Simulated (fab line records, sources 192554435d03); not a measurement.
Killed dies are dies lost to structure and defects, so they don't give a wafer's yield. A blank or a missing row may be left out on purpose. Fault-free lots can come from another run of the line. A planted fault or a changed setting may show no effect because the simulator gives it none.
Which tool was responsible? | flow n5Finfet | 9 lots, 27 wafers sampled, at 2 steps of a route of 1938

== WHAT THE GAUGES SHOWED, per wafer ==
N5_BEOL_M3_CD_MEAS_11: the cd target is 17.05 nm.
lot  | measured     | on       | cdNm (nm)
L722 | day 7 01:25  | cdSem-03 | 17.13 16.87 17.43
L723 | day 7 09:32  | cdSem-03 | 17.13 17.08 17.27
L726 | day 8 07:17  | cdSem-02 | 17.27 17.33 17.40
L732 | day 9 13:13  | cdSem-02 | 17.31 17.33 16.93
L736 | day 11 01:14 | cdSem-01 | 17.00 16.70 17.06
L737 | day 11 04:29 | cdSem-01 | 16.88 16.90 17.08
L738 | day 11 05:59 | cdSem-02 | 17.34 16.94 17.41
L739 | day 11 22:53 | cdSem-01 | 16.71 17.36 17.29
L744 | day 12 11:14 | cdSem-02 | 16.85 16.95 17.32

== EACH LOT AND THE TOOL THAT RAN IT (in order: tool; ch and the chambers of the sampled wafers; start) ==
lot  | N5_BEOL_M2_CO_CAP_55
L722 | cvdCo-01 ch 0,1,2, day 6 23:45
L723 | cvdCo-02 ch 0,2, day 7 08:31
L726 | cvdCo-01 ch 0,2, day 8 05:20
L732 | cvdCo-01 ch 0,1,2, day 9 11:37
L736 | cvdCo-01 ch 0,1, day 10 22:30
L737 | cvdCo-02 ch 0,2, day 11 02:08
L738 | cvdCo-01 ch 0,1,2, day 11 04:28
L739 | cvdCo-01 ch 0,1, day 11 22:02
L744 | cvdCo-02 ch 0,2, day 12 10:26
- N5_BEOL_M2_CO_CAP_55: material Co, precursor CCTBA/H2, target thk 2 nm, time 102.1 s.

== THE ANSWER, worked out from the rows above alone ==
Rule: the lots themselves supply what counts as usual. The widest of any qualifying gaps counts: lots, ordered by their means at a reading, are off when they make up no more than a third of the lots, leave a main group of 4 or more, and stand apart from it by 3 or more times the standard deviation of that group's means. A main group is skipped when, at the precision printed for the reading in the tables above, its means are all equal. Also off: a lot with no number at a reading for which 4 or more lots have one. The other lots that the step has rows for count as sound.
No lot is off at any reading shown: from this, nothing can be told.

== WHAT THE SIMULATOR PUT IN ==
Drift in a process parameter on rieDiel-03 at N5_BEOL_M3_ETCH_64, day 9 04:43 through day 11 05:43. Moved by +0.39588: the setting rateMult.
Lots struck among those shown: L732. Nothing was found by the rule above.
